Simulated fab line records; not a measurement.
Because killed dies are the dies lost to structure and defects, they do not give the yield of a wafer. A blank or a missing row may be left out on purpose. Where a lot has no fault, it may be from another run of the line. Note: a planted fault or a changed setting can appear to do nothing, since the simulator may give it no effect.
Struck lot and sound lot, side by side || flow nand_harc || 15 out of 1302 route steps
Sound: wafers L114.3, L114.4, L114.5. Struck: wafer L108.5 (L108.1, L108.4, from the same lot, were not struck and are left out); the cause is given at the end.
For every step that has rows: the tool of each side, followed by ch and its chambers, followed by its first start. Under that, the readings that differ: sound wafers || struck wafers || difference of the means || sigmas: that difference in standard deviations of wafers without a fault.
alike: same words and numbers on both sides, and readings whose means sit less than 2 such deviations apart. not compared: any withheld reading, any reading some wafer has no value for, any bound like >300 that may hide the same value, and any number with overlapping values for which the record gives no deviation.
Wherever a step has rows on one side only, a row that says differs or no value, or a row with sigmas, the two part there. When numbers do not overlap yet have no deviation, they are printed without sigmas and do not part them. A reading missing from all wafers of one side parts the sides only when that side holds two or more wafers.

NHARC_A_CHANNEL_HOLE_D1_STRIP_27: strips in O2.
  sound on rie_diel-10 ch 1,3; struck on rie_diel-13 ch 1
{"reading": "showerhead_plenum_p_Torr (Torr)", "sound": "3.30 3.70 3.30", "struck": 3.79, "difference": "+0.36", "sigmas": "+2"}
  alike: drypump_motor_current_A, oes_product_au, rf_vpp_V, throttle_valve_pct
  not compared: rf_hours_counter_h
then, 2 steps without rows for these wafers: NHARC_A_CHANNEL_HOLE_D1_PRECLEAN_28 (cleans in SC1); NHARC_A_CHANNEL_HOLE_D1_SRD_29.
NHARC_A_CHANNEL_HOLE_D1_CD_MEAS_30:
  sound: cd_sem-02 at day 16 11:16; struck: cd_sem-02 at day 13 22:20
  alike: cd_nm
NHARC_A_CHANNEL_HOLE_D1_XSEM_31:
  sound on xsem-02 ch 0, day 16 11:22; struck on xsem-01 ch 0, day 13 22:26
  alike: bot_cd_nm, bow_nm, tilt_deg
NHARC_A_CHANNEL_HOLE_D1_INSPECT_40:
  sound: defect_inspect-02 at day 16 11:27; struck: defect_inspect-01 at day 13 22:31
{"reading": "raw_defect_count", "sound": "93 142 154", "struck": 63, "difference": -67, "sigmas": -3}
then, 2 steps without rows for these wafers: NHARC_A_CHANNEL_FILL_D1_PRECLEAN_00 (cleans in SC1); NHARC_A_CHANNEL_FILL_D1_SRD_01.
NHARC_A_CHANNEL_FILL_D1_ALD_02: deposits SiO2, target thk 6 nm, pulse time 10 s, ald cycles 60.
  sound on ald_hk-04 ch 0,1,3, day 16 11:39; struck on ald_hk-01 ch 1, day 13 22:43
{"reading": "heater_power_w (W)", "sound": "480 529 503", "struck": 399, "difference": -105, "sigmas": -2}
  alike: precursor_pulse_height_rel
  not compared: ald_cycles
then, 1 step without rows for these wafers: NHARC_A_CHANNEL_FILL_D1_ALD_03 (deposits SiNx, target thk 6 nm, pulse time 60 s, ald cycles 58).
NHARC_A_CHANNEL_FILL_D1_ALD_14: deposits SiO2, target thk 2.5 nm, pulse time 10 s, ald cycles 25.
  sound on ald_hk-01 ch 2,3, day 16 18:41; struck on ald_hk-02 ch 2, day 14 05:01
  alike: heater_power_w, precursor_pulse_height_rel
  not compared: ald_cycles
NHARC_A_CHANNEL_FILL_D1_ALD_15: deposits SiNx, target thk 2 nm, pulse time 60 s, ald cycles 19.
  sound on ald_sin_batch-02 ch 0; struck on ald_sin_batch-02 ch 0
  alike: precursor_pulse_height_rel
  not compared: ald_cycles
NHARC_A_CHANNEL_FILL_D1_ALD_16: deposits SiO2, target thk 1.5 nm, pulse time 10 s, ald cycles 15.
  sound on ald_hk-02 ch 0,1, day 16 23:53; struck on ald_hk-04 ch 1, day 14 10:12
{"reading": "ald_cycles", "sound": "15 15 15", "struck": 22, "difference": "+7", "sigmas": ""}
{"reading": "precursor_pulse_height_rel", "sound": "1.013 1.030 1.027", "struck": 0.978, "difference": -0.045, "sigmas": -2}
  alike: heater_power_w
then, 2 steps without rows for these wafers: NHARC_A_CHANNEL_FILL_D1_ANNEAL_17 (time 1800 s); NHARC_END_SORT_01.

WHERE THEY PART
First at NHARC_A_CHANNEL_HOLE_D1_STRIP_27; last, within this record, at NHARC_A_CHANNEL_FILL_D1_ALD_16.

WHY: what the simulator had put in
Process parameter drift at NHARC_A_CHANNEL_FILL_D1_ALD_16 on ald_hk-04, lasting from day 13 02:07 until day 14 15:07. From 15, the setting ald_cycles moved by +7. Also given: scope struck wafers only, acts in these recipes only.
